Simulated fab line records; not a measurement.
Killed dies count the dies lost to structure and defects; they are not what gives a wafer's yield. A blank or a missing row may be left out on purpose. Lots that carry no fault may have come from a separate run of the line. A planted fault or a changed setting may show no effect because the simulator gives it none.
Struck lot and sound lot, side by side + flow n5Finfet + 15 out of 1938 route steps
Sound: the wafers L518.1, L518.2, L518.3. Struck: wafers L524.1, L524.4, L524.6. The cause is given at the end.
Per side, at each step with rows, come the tool, then ch with its chambers, and then its first start. Under that, the readings that differ: sound wafers + struck wafers + difference of the means + sigmas: that difference in standard deviations of wafers without a fault.
alike: words and numbers the same on both sides, and readings whose means are apart by under 2 such deviations; not compared: readings that were withheld, readings missing a value for some wafer, numbers with overlapping values and no deviation given by the record, and bounds like >300 which may hide the same value.
Wherever a step has rows on one side only, a row that says differs or no value, or a row with sigmas, the two part there. Numbers that have no deviation but don't overlap get no sigmas and don't part them. A reading that every wafer of one side lacks parts them only if that side has two wafers or more.

first, 5 steps without rows for these wafers: N5_PASSIVATION_SOFTBAKE_05 (time 90 s); N5_PASSIVATION_EXPOSE_07 (exposes mask TV, defocus 0 nm, target cd 3000 nm); N5_PASSIVATION_PEB_08; N5_PASSIVATION_DEVELOP_09 (develop time 60 s); N5_PASSIVATION_HARDBAKE_11 (time 120 s).
N5_PASSIVATION_CD_MEAS_10: the cd target is 3000 nm.
  sound on cdSem-02 ch 0, day 12 04:53; struck on cdSem-02 ch 0, day 13 18:10
  alike: cdNm
N5_PASSIVATION_OVL_MEAS_60:
  sound on overlay-01 ch 0, day 12 04:55; struck on overlay-02 ch 0, day 13 18:11
  alike: TV_OVL
N5_PASSIVATION_INSPECT_61: inspects for defects (macro).
  struck on defectInspect-02, day 13 18:13; sound on defectInspect-02, day 12 04:56
  alike: rawDefectCount
N5_PASSIVATION_DESCUM_12: chemistry O2, time 7.9 s.
  sound on rieDiel-03 ch 0,3, day 12 05:10; struck on rieDiel-04 ch 0,1,3, day 13 18:15
  alike: drypumpMotorCurrentA, oesProductAu, rfFwdPowerW, rfVppV, showerheadPlenumPTorr, throttleValvePct
  not compared: rfHoursCounterH
N5_PASSIVATION_PASS_ETCH_74: etches SiNx in CF4/O2, target depth 220 nm, time 110 s.
  sound on rieDiel-03 ch 0,3, day 12 05:16; struck on rieDiel-04 ch 0,1,3, day 13 18:19
  alike: drypumpMotorCurrentA, oes_ar_750_au, oes_f_703_au, oesProductAu, rfFwdPowerW, rfVppV, showerheadPlenumPTorr, throttleValvePct
  not compared: rfHoursCounterH
N5_PASSIVATION_VIA_ETCH_13: etches SiO2 in CHF3/O2, target depth 660 nm, time 330 s.
  sound on rieDiel-03 ch 0,3, day 12 05:23; struck on rieDiel-04 ch 0,1,3, day 13 18:25
  alike: drypumpMotorCurrentA, etchRfOnTimeS, oes_ar_750_au, oes_f_703_au, oesProductAu, rfFwdPowerW, rfVppV, showerheadPlenumPTorr, throttleValvePct
  not compared: rfHoursCounterH
N5_PASSIVATION_STRIP_14: strips in O2.
  sound on rieDiel-03 ch 0,3, day 12 05:41; struck on rieDiel-04 ch 0,1,3, day 13 18:36
  alike: drypumpMotorCurrentA, oesProductAu, rfVppV, showerheadPlenumPTorr, throttleValvePct
  not compared: rfHoursCounterH
N5_PASSIVATION_ETCH_15: etches SiCN in CF4/N2, target depth 75 nm, time 81.2 s.
  sound on rieDiel-03 ch 0,3, day 12 05:45; struck on rieDiel-04 ch 0,1,3, day 13 18:38
| reading                 | sound             | struck            | difference | sigmas |
|-------------------------|-------------------|-------------------|------------|--------|
| model.etch.depthNm (nm) | 65.08 62.54 62.39 | 66.92 71.58 67.05 | +5.18      |        |
  alike: drypumpMotorCurrentA, oesProductAu, rfFwdPowerW, rfVppV, showerheadPlenumPTorr, throttleValvePct
  not compared: rfHoursCounterH
then, 1 step without rows for these wafers: N5_PASSIVATION_STRIP_73 (strips in post etch residue remover, time 60 s).
N5_PASSIVATION_PROBE_49:
  record: rows for the struck wafers here (prober-01, day 14 01:26), none for the sound ones

## WHERE THEY PART
At N5_PASSIVATION_PROBE_49 and nowhere else, as far as this record goes.

WHY: what had been put in by the simulator
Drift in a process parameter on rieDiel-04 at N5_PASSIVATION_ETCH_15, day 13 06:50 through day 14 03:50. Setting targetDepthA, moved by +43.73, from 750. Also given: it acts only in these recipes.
